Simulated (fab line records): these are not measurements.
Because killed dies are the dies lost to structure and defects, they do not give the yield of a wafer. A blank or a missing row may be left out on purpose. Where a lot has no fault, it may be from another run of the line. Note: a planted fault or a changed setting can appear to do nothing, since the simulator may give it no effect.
8D (eight disciplines) problem report, filled in by code :: flow nand_harc :: the parts of the form that need people (team, actions taken, sign-off) are left out

## 1. THE PROBLEM
sort_bin_2_pct at NHARC_END_SORT_01 reads a mean of 33.6 % on 6 wafers of 2 lots; wafers without a fault read 3.0 % with a standard deviation of 1. Measured from the usual mean, that is +31 standard deviations.
Earliest sighting: wafer L856.1 on prober-02 at day 27 16:05. The record has a number at this step for 15 wafers belonging to 5 lots. Rule for "out", or "out of limits": more than 4 standard deviations from the usual mean. All remaining wafers that have a number are taken as sound.

## 2. WHAT IT IS, WHAT IT ISN'T
question: which readings at this step
is: sort_bin_2_pct, defect_limited_yield, killed_at_array, killed_dies, sort_bin_3_pct, sort_bin_4_pct, sort_n_pass, sort_rim_yield_pct, sort_yield_pct
is not: killed_at_other, killed_at_periphery, killed_open, killed_short

question: which lots
is: L855, L856
is not: L865, L866, L868

question: which wafers of those lots
is: all that have a number
is not: -

question: read on which gauges
is: prober-01, prober-02
is not: -

question: when
is: from day 27 16:05
is not: up to then (0 sound wafers); but 9 sound wafers of L865, L866, L868 came after

## 3. THE SUSPECTS, EACH WITH WHAT RULES IT OUT
Counting: a tool at a process step up to the reading stays a suspect if it ran every lot that is out and no sound lot after the first of them.
- the gauge at NHARC_END_SORT_01: ruled out. Those wafers that are out were read across 2 gauges (prober-01, prober-02).
- ecd_cu-01 at NHARC_A_M0_ECD_22 (material Cu, target thk 400 nm): ruled out as a lasting fault. Following L855 (day 26 00:13), the first lot on it that is out, the sound lots L866 were run on it.
- cmp-03 at NHARC_THIN_TSV_CMP_21 (polishes, t overpolish 30 s, target thk 2000 nm): kept. It ran every lot that is out, first L856 (day 27 02:55), and no sound lot after that.
After counting, what remains is cmp-03 at NHARC_THIN_TSV_CMP_21.

## 4. THE CAUSE (what the simulator had put in)
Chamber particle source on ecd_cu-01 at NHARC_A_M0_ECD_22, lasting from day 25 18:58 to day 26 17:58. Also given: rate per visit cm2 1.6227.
It was ruled out by counting, in error; the rule expects a fault to strike all lots run on its tool from its start on, and this fault did not.

## 5. THE CHAIN OF EFFECTS, in route order
One row per reading whose mean, taken over the struck wafers that have a number, lies over 3 standard deviations from the usual. Only readings whose record carries a usual standard deviation are examined. hours: median over the lots of the time between each lot's start at the first step of this table that gives one and its start at this step. sigmas: the change, counted in usual standard deviations.
hours: 0
step: NHARC_END_SORT_01
reading: defect_limited_yield
usual: 91.6 %
on struck wafers: 20.4
change: -71.2
sigmas: -30

hours: 0
step: NHARC_END_SORT_01
reading: killed_at_array
usual: 52
on struck wafers: 535
change: +483
sigmas: +30

hours: 0
step: NHARC_END_SORT_01
reading: killed_dies
usual: 57
on struck wafers: 539
change: +482
sigmas: +30

hours: 0
step: NHARC_END_SORT_01
reading: sort_bin_2_pct
usual: 3.0 %
on struck wafers: 33.6
change: +30.6
sigmas: +31

hours: 0
step: NHARC_END_SORT_01
reading: sort_bin_3_pct
usual: 0.6 %
on struck wafers: 8.2
change: +7.6
sigmas: +25

hours: 0
step: NHARC_END_SORT_01
reading: sort_bin_4_pct
usual: 4.8 %
on struck wafers: 37.8
change: +33.0
sigmas: +22

hours: 0
step: NHARC_END_SORT_01
reading: sort_n_pass
usual: 620
on struck wafers: 138
change: -482
sigmas: -30

hours: 0
step: NHARC_END_SORT_01
reading: sort_rim_yield_pct
usual: 90 %
on struck wafers: 21
change: -69
sigmas: -17

hours: 0
step: NHARC_END_SORT_01
reading: sort_yield_pct
usual: 91.6 %
on struck wafers: 20.4
change: -71.2
sigmas: -30

## 6. HOW IT WOULD HAVE BEEN CAUGHT EARLIER
Counted from the fault's start at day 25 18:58, it took 45 hours until the first out-of-limits reading at a measuring or inspecting step in this record, taken at day 27 16:05.
